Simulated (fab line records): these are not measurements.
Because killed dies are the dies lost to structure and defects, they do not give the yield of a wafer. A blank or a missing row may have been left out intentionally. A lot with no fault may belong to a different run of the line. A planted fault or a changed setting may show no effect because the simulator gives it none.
Which tool did it? | flow n5 finfet | 9 lots, 24 wafers sampled, at 3 steps of a route of 1938

WHAT THE GAUGES SHOWED, per wafer
N5_MOL_CONTACT_COAG_INSPECT_57: inspects for defects (brightfield).
lot  | measured     | on                | raw defect count
L760 | day 6 01:48  | defect inspect-01 | 191 147 122
L762 | day 6 16:19  | defect inspect-01 | 1373 1432 1345
L763 | day 6 22:07  | defect inspect-02 | 1336 1353 1385
L765 | day 7 04:26  | defect inspect-02 | 1369 1341 1284
L770 | day 9 15:01  | defect inspect-02 | 112 170 170
L775 | day 10 16:23 | defect inspect-02 | 211 208
L773 | day 10 18:53 | defect inspect-01 | 111 164
L774 | day 11 00:07 | defect inspect-01 | 158 169 242
L778 | day 11 01:22 | defect inspect-01 | 228 298

WHAT TOOL EACH LOT RAN ON (gives the tool, then ch and the chambers of the sampled wafers, and finally the start)
lot  | N5_MOL_CONTACT_COAG_ALD_27       | N5_MOL_CONTACT_COAG_ALD_123
L760 | ald sin-01 ch 2,3, day 5 22:43   | ald sin-03 ch 0,3, day 6 00:44
L762 | ald sin-03 ch 0,1,3, day 6 13:29 | ald sin-03 ch 1,2, day 6 15:23
L763 | ald sin-04 ch 0,1,2, day 6 19:17 | ald sin-03 ch 1,2,3, day 6 21:11
L765 | ald sin-01 ch 0,3, day 7 01:21   | ald sin-03 ch 0,2,3, day 7 03:15
L770 | ald sin-04 ch 0,2,3, day 9 09:45 | ald sin-01 ch 0,1,3, day 9 14:02
L775 | ald sin-04 ch 1, day 10 12:45    | ald sin-03 ch 1,2, day 10 15:19
L773 | ald sin-03 ch 2,3, day 10 15:54  | ald sin-03 ch 1,3, day 10 17:48
L774 | ald sin-03 ch 0,1, day 10 21:12  | ald sin-03 ch 0,1,3, day 10 23:10
L778 | ald sin-04 ch 1,2, day 10 22:25  | ald sin-03 ch 2,3, day 11 00:25
- N5_MOL_CONTACT_COAG_ALD_27: deposits SiOC, target thk 17 nm, pulse time 1.5 s, time 2720 s.
- N5_MOL_CONTACT_COAG_ALD_123: deposits SiNx, target thk 5 nm, pulse time 1 s, purge time 2 s.

THE ANSWER, worked out from the rows above alone
Rule: usual is defined by the lots themselves. Put in order of their means at a reading, lots are off if they are a third of the lots or fewer, leave a main group of 4 or more, and stand apart from it by a gap of 3 or more times the standard deviation of the main group's means; of several such gaps the widest counts. If all means in a main group match to the digits the tables above print for the reading, that group is not used. Also off: a lot with no number at a reading for which 4 or more lots have one. The other lots that the step has rows for count as sound.
Off, at N5_MOL_CONTACT_COAG_INSPECT_57 on raw defect count: L762, L763, L765. The main group has a mean of 184 with a standard deviation of 43.
If a tool, at a process step before that reading, ran all the lots that are off and no sound lot after the first of them, it fits. The gauges at N5_MOL_CONTACT_COAG_INSPECT_57 are tried like those tools. None of those tried fits.

WHAT THE SIMULATOR HAD PUT IN
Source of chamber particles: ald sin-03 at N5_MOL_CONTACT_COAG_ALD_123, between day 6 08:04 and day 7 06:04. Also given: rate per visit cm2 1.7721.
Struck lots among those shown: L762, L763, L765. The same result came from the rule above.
